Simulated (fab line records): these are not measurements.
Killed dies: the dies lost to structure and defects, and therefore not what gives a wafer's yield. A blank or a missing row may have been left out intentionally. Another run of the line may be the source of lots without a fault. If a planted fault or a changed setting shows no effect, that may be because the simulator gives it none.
Comparing a struck lot with a sound one / flow n5-finfet / 41 steps out of a route of 1938
Sound: the wafers L388.2, L388.4, L388.5. Struck: wafers L382.1, L382.5. Last of all comes the cause.
Per side, at each step with rows, come the tool, then ch with its chambers, and then its first start. Under that, the readings that differ: sound wafers / struck wafers / difference of the means / sigmas: that difference in standard deviations of wafers without a fault.
alike: same words and numbers on both sides, and readings whose means sit less than 2 such deviations apart. not compared: any withheld reading, any reading some wafer has no value for, any bound like >300 that may hide the same value, and any number with overlapping values for which the record gives no deviation.
A row with sigmas, a row that says differs or no value, or rows on one side alone: a step with any of these is where the two part. When numbers do not overlap yet have no deviation, they are printed without sigmas and do not part them. A reading missing from all wafers of one side parts the sides only when that side holds two or more wafers.

first, 12 steps without rows for these wafers: N5_HKMG_FIN_STRIP_33 (strips in N2/H2); N5_HKMG_FIN_STRIP_34 (strips in CF4); N5_HKMG_FIN_ETCH_35 (etches SOC in N2/H2, target depth 215.8 nm, time 243.4 s); N5_HKMG_FIN_STRIP_92 (strips SOC in N2/H2, time 20 s); N5_HKMG_FIN_WET_ETCH_18 (etches TiN in SC1, time 55 s, target depth 5.2 nm, rinse time 30 s); N5_HKMG_FIN_STRIP_19 (strips in N2/H2, time 360 s); N5_HKMG_FIN_ALD_91 (deposits TiN, target thk 1 nm, pulse time 1 s, purge time 3 s); N5_HKMG_FIN_COAT_85 (time 60 s, resist thk 300 nm); N5_HKMG_FIN_ETCH_86 (etches SOC in N2/H2, stops on TiN, target depth 393.2 nm); N5_HKMG_FIN_STRIP_89 (strips SOC in N2/H2, time 20 s); N5_HKMG_FIN_WET_ETCH_87 (etches TiN in SC1, time 154.2 s, target depth 4.7 nm, rinse time 30 s); N5_HKMG_FIN_STRIP_88 (strips in N2/H2, time 360 s).
N5_HKMG_FIN_NWFM_ALD_20: deposits TiAlC, target thk 2 nm, pulse time 3 s, purge time 2 s.
  sound on ald-metal-01 ch 1,2,3, day 10 00:25; struck on ald-metal-02 ch 3, day 8 11:44
reading=co-reactant-pulse-time-s (s); sound=10 10 10; struck=5.9053 5.9053; difference=-4.0947; sigmas=
  alike: heater-power-w, precursor-pulse-height-rel
then, 26 steps without rows for these wafers: N5_HKMG_FIN_ALD_71 (deposits TiN, target thk 1 nm, pulse time 1 s, purge time 3 s); N5_HKMG_FIN_COAT_66 (time 60 s, resist thk 300 nm); N5_HKMG_FIN_ETCH_67 (etches SOC in N2/H2, stops on TiN, target depth 388.9 nm); N5_HKMG_FIN_STRIP_90 (strips SOC in N2/H2, time 20 s); N5_HKMG_FIN_WET_ETCH_73 (etches the open film in SC1, time 42.3 s, target depth 1.3 nm, rinse time 30 s); N5_HKMG_FIN_ETCHBACK_68 (etches the open film in Cl2/Ar, stops on HfO2, target depth 0.5 nm); N5_HKMG_FIN_STRIP_69 (strips in N2/H2, time 360 s); N5_HKMG_FIN_ALD_21 (deposits TiN, target thk 1.5 nm, pulse time 1 s, purge time 3 s); N5_HKMG_FIN_ALD_72 (deposits W, target thk 2 nm, pulse time 1 s, purge time 2 s); N5_HKMG_FIN_W_FILL_22 (material W, target thk 60 nm, time 18.2 s); N5_HKMG_FIN_PRECLEAN_83 (cleans in DIW, time 57.5 s); N5_HKMG_FIN_SRD_84 (dry time 32 s); N5_HKMG_FIN_CMP_23 (polishes, stops on SiNx, t overpolish 10 s, target thk 46.326 nm); N5_HKMG_FIN_CMP_94 (polishes, stops on SiNx, t overpolish 4.7 s, target thk 43.299 nm); N5_GATE_CUT_ETCHBACK_00 (etches W in SF6/Cl2); N5_GATE_CUT_ETCH_56 (etches TiN in Cl2/Ar, target depth 21.6 nm); N5_GATE_CUT_ETCHBACK_30 (etches TiN in Cl2/Ar, target depth 3 nm); N5_GATE_CUT_VAPOR_ETCH_60 (etches HfO2 in BCl3/Cl2); N5_GATE_CUT_ETCH_58 (etches SiNx in CH3F/O2, target depth 17 nm, time 128.6 s); N5_GATE_CUT_STRIP_59 (strips in N2/H2, time 20 s); N5_GATE_CUT_PRECLEAN_31 (cleans in DIW, time 300 s); N5_GATE_CUT_SRD_32 (time 30 s); N5_GATE_CUT_SAC_CAP_01 (material SiNx, target thk 24 nm, pulse time 1 s, ald cycles 480); N5_GATE_CUT_PECVD_57 (deposits SiNx from SiH4/NH3/N2, target thk 21 nm); N5_GATE_CUT_CMP_02 (polishes, stops on SiO2, t overpolish 12.7 s, target thk 0 nm); N5_GATE_CUT_HM_DEP_46 (deposits SiO2 from TEOS/O2, target thk 130 nm, time 26.6 s).
-- a jump in the record: the struck wafers' starts before and after are 4 days apart (it breaks off in module GATE_CUT and resumes in module BEOL_M4, where the first step shown is number 1111 of the route) --
N5_BEOL_M4_RC_MEAS_101:
  sound on prober-02 ch 0, day 13 16:17; struck on prober-02 ch 0, day 12 06:09
reading=IOFF_N (nA/um); sound=0.208 0.174 0.172; struck=0.092 0.081; difference=-0.098; sigmas=-4
reading=IOFF_N_85C (nA/um); sound=3.8 3.3 3.3; struck=2.0 1.7; difference=-1.6; sigmas=-4
reading=IOFF_N_LIN (nA/um); sound=0.091 0.077 0.076; struck=0.042 0.037; difference=-0.042; sigmas=-5
reading=IOFF_N_LONG (nA/um); sound=5.48e-05 5.46e-05 5.47e-05; struck=3.81e-05 3.84e-05; difference=-1.65e-05; sigmas=-7
reading=ION_N (uA/um); sound=689 680 677; struck=634 629; difference=-50; sigmas=-6
reading=VT_N (mV); sound=244.8 249.1 249.9; struck=267.7 264.8; difference=+18.3; sigmas=+7
reading=VT_N_LONG (mV); sound=275.1 273.8 275.1; struck=288.9 293.8; difference=+16.7; sigmas=+9
reading=VT_N_LVT (mV); sound=95.2 98.8 99.5; struck=117.2 117.8; difference=+19.7; sigmas=+7
  alike: DIBL_N, DIBL_P, IOFF_P, ION_P, SS_N, SS_P, VT_P
-- here the record skips 6 days between the struck wafers' starts before and after, leaving off in module BEOL_M4 and picking up in module PASSIVATION (first step shown: number 1936 of the route) --
N5_PASSIVATION_PROBE_49:
  sound: prober-01 at day 18 03:49; struck: prober-01 at day 18 17:55
reading=sort_bin_8_speed (%); sound=0 0 0; struck=0.34 8.73; difference=+4.54; sigmas=
reading=sort-n-pass; sound=1068 1070 1083; struck=1069 986; difference=-46; sigmas=-3
reading=sort-yield-pct (%); sound=90.5 90.7 91.8; struck=90.6 83.6; difference=-3.9; sigmas=-3
  alike: defect-limited-yield, killed_at_M0_to_M3, killed_at_M4_up, killed-at-contacts, killed-at-front-end, killed-at-other, killed-dies, killed-open, killed-short, sort_bin_5_function, sort_bin_6_memory

WHERE THEY PART
First at N5_BEOL_M4_RC_MEAS_101; last, within this record, at N5_PASSIVATION_PROBE_49.

WHY: what the simulator had put in
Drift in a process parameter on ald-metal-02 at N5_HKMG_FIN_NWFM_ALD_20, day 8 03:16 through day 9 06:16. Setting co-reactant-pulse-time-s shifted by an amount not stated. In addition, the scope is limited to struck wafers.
